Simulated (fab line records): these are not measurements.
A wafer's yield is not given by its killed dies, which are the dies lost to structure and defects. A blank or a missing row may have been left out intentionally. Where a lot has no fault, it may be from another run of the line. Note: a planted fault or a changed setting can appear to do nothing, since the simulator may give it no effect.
Chamber matching || flow nand_harc || 4 sister chambers for NHARC_A_DECK1_JOINT_ETCHBACK_07 on rie_si-03
The step etches the open film in HBr, target depth 105 nm, time 26.9 s. 4 wafers are shown with their chamber, then 8 later ones without.

EACH WAFER AND ITS CHAMBER
{"wafer": "L127.4", "chamber": 2, "drypump_motor_current_A (A)": 4.9}
{"wafer": "L131.1", "chamber": 0, "drypump_motor_current_A (A)": 6.0}
{"wafer": "L131.6", "chamber": 3, "drypump_motor_current_A (A)": 5.3}
{"wafer": "L137.4", "chamber": 1, "drypump_motor_current_A (A)": 5.2}

WAFERS WITH NO CHAMBER GIVEN
{"wafer": "L137.5", "drypump_motor_current_A (A)": 4.9}
{"wafer": "L137.6", "drypump_motor_current_A (A)": 5.3}
{"wafer": "L143.2", "drypump_motor_current_A (A)": 6.0}
{"wafer": "L143.4", "drypump_motor_current_A (A)": 5.3}
{"wafer": "L143.6", "drypump_motor_current_A (A)": 6.0}
{"wafer": "L144.3", "drypump_motor_current_A (A)": 5.3}
{"wafer": "L144.5", "drypump_motor_current_A (A)": 5.3}
{"wafer": "L144.6", "drypump_motor_current_A (A)": 5.0}

EACH ONE'S CHAMBER
{"wafer": "L137.5", "from the rows above": 2, "in truth": 2}
{"wafer": "L137.6", "from the rows above": 3, "in truth": 3}
{"wafer": "L143.2", "from the rows above": 0, "in truth": 0}
{"wafer": "L143.4", "from the rows above": 3, "in truth": 3}
{"wafer": "L143.6", "from the rows above": 0, "in truth": 0}
{"wafer": "L144.3", "from the rows above": 3, "in truth": 3}
{"wafer": "L144.5", "from the rows above": 3, "in truth": 3}
{"wafer": "L144.6", "from the rows above": 2, "in truth": 2}
Correct placement for 8 of the 8. Can't be placed from these rows: 0. Number placed wrongly: 0.
How it was worked out, from the rows above alone: a wafer's distance from a chamber is the root of the sum, over the readings, of the square of ((its reading less the chamber's mean) divided by the reading's scatter). If the next closest chamber is less than 2 further off than the closest, the wafer can't be placed; otherwise it belongs to the closest. For every chamber, the mean is computed from those of its wafers that are shown. The scatter (one wafer shown for each chamber): square how far every hidden wafer sits from the nearest shown wafer, average those squares and take the square root.
